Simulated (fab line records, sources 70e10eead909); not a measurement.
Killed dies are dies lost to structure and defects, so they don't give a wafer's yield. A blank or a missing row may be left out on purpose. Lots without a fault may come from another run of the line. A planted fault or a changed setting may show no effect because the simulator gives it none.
One fault seen from 2 desks | flow nand_harc | each desk has only its own numbers; what lay behind them comes last

THE TOOL OWNER'S DESK: furnace-06
The tool's own readings at NHARC_THIN_TSV_ANNEAL_58 (time 1800 s): means of the sampled wafers that have a number, for each lot that ran on this tool. A lot is out of limits, marked OUT, if its mean lies more than 4 standard deviations from the usual mean; the brackets give that distance.
Columns: A = spike_tc_bottom_C at NHARC_THIN_TSV_ANNEAL_58, usual 425.3 C; B = spike_tc_centre_C at NHARC_THIN_TSV_ANNEAL_58, usual 401.1 C; C = spike_tc_lower_C at NHARC_THIN_TSV_ANNEAL_58, usual 400.2 C; D = spike_tc_top_C at NHARC_THIN_TSV_ANNEAL_58, usual 430 C; E = spike_tc_upper_C at NHARC_THIN_TSV_ANNEAL_58, usual 399.7 C; F = zone_power_upper_pct at NHARC_THIN_TSV_ANNEAL_58, usual 3.76 %
lot  | first seen here | A               | B               | C               | D              | E               | F
L429 | day 24 19:08    | 427.4           | 400.8           | 400.1           | 426            | 398.4           | 3.78
L430 | day 24 19:08    | 427.0           | 399.4           | 400.9           | 428            | 398.6           | 3.72
L437 | day 28 02:06    | 451.4 (+11) OUT | 425.0 (+22) OUT | 425.8 (+23) OUT | 450 (+4.8) OUT | 422.3 (+15) OUT | 4.10
L439 | day 28 02:06    | 449.8 (+11) OUT | 424.4 (+21) OUT | 425.5 (+23) OUT | 451 (+5.2) OUT | 422.1 (+15) OUT | 4.06
This desk's finding: out of limits on L437, L439; first on L437, day 28 02:06 (spike_tc_bottom_C at NHARC_THIN_TSV_ANNEAL_58). In limits: L429, L430.

THE METROLOGY DESK
What the gauges read, lot by lot, whatever tool the lot ran on: means of the sampled wafers that have a number. A lot is out of limits, marked OUT, if its mean lies more than 4 standard deviations from the usual mean; the brackets give that distance.
Columns: A = cd_nm at NHARC_THIN_TSV_CD_MEAS_12, usual 999.1 nm
lot  | first seen here | A
L429 | day 24 08:52    | 998.4
L430 | day 24 09:57    | 998.9
L432 | day 24 13:43    | 999.4
L431 | day 24 14:48    | 999.2
L434 | day 25 17:00    | 995.3
L437 | day 27 14:51    | 1000.2
L439 | day 27 16:04    | 1002.8
L441 | day 29 02:32    | 999.5
L443 | day 30 01:49    | 999.6
L445 | day 30 02:59    | 996.8
L448 | day 31 09:16    | 997.7
L450 | day 32 20:02    | 999.5
L451 | day 33 01:52    | 1001.3
This desk's finding: nothing out of limits on any of the 13 lots.

PUT TOGETHER
The tool owner's desk could have raised an alarm at day 28 02:06, on L437, L439.
The metrology desk saw nothing out of limits.
The metrology desk has L437, L439 on record, within its limits.
Of the lots named, all ran NHARC_THIN_TSV_ANNEAL_58 on furnace-06.

WHAT THE SIMULATOR HAD PUT IN
Process parameter drift: furnace-06, from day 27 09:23 on, at NHARC_THIN_TSV_ANNEAL_58. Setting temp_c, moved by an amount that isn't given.
Lots struck among those shown: L437, L439.
Hours from the fault's start to each desk's first reading out of limits: the tool owner's desk, 17.
